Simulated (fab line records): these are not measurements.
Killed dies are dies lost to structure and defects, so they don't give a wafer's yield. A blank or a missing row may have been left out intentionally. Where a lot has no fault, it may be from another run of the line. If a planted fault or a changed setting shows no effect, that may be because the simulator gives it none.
Matching of chambers :: flow nandHarc :: NHARC_P_BONDPAD_ETCH_12 on rieDiel-09: 4 sister chambers
The step etches the open film in CHF3/O2, target depth 200 nm, time 100 s. 8 wafers are shown with their chamber, then 7 later ones without.

== EACH WAFER AND ITS CHAMBER ==
wafer: L422.5
chamber: 1
drypumpMotorCurrentA (A): 5.2
rfVppV (V): 373.0

wafer: L423.2
chamber: 1
drypumpMotorCurrentA (A): 5.2
rfVppV (V): 373.3

wafer: L423.3
chamber: 0
drypumpMotorCurrentA (A): 5.3
rfVppV (V): 370.0

wafer: L432.2
chamber: 2
drypumpMotorCurrentA (A): 6.8
rfVppV (V): 368.5

wafer: L432.3
chamber: 3
drypumpMotorCurrentA (A): 6.1
rfVppV (V): 371.2

wafer: L432.6
chamber: 3
drypumpMotorCurrentA (A): 6.2
rfVppV (V): 371.0

wafer: L439.1
chamber: 0
drypumpMotorCurrentA (A): 5.3
rfVppV (V): 370.3

wafer: L439.3
chamber: 2
drypumpMotorCurrentA (A): 6.9
rfVppV (V): 366.4

== WAFERS MISSING THEIR CHAMBER ==
wafer: L439.4
drypumpMotorCurrentA (A): 6.2
rfVppV (V): 369.4

wafer: L441.1
drypumpMotorCurrentA (A): 6.2
rfVppV (V): 371.1

wafer: L441.3
drypumpMotorCurrentA (A): 5.3
rfVppV (V): 370.4

wafer: L441.5
drypumpMotorCurrentA (A): 6.9
rfVppV (V): 367.0

wafer: L442.2
drypumpMotorCurrentA (A): 6.8
rfVppV (V): 367.0

wafer: L442.3
drypumpMotorCurrentA (A): 5.2
rfVppV (V): 371.1

wafer: L442.4
drypumpMotorCurrentA (A): 6.2
rfVppV (V): 368.7

== EACH ONE'S CHAMBER ==
wafer: L439.4
from the rows above: 3
in truth: 3

wafer: L441.1
from the rows above: 3
in truth: 3

wafer: L441.3
from the rows above: 0
in truth: 0

wafer: L441.5
from the rows above: 2
in truth: 2

wafer: L442.2
from the rows above: 2
in truth: 2

wafer: L442.3
from the rows above: can't be placed: 0 or 1
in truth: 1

wafer: L442.4
from the rows above: 3
in truth: 3
Correctly placed: 6 of 7. From these rows, 1 cannot be placed; in 1 the true chamber is one of the candidates. Placed wrongly: 0.
How it was worked out, from the rows above alone: a wafer's distance from a chamber is the root of the sum, over the readings, of the square of ((its reading less the chamber's mean) divided by the reading's scatter). The wafer belongs to the nearest chamber; if the next one is less than 2 further off, it can't be placed. For every chamber, the mean is computed from those of its wafers that are shown. The scatter: take each reading less its chamber's mean, square it, sum over the shown wafers, divide by the number of wafers less the number of chambers, and take the root.
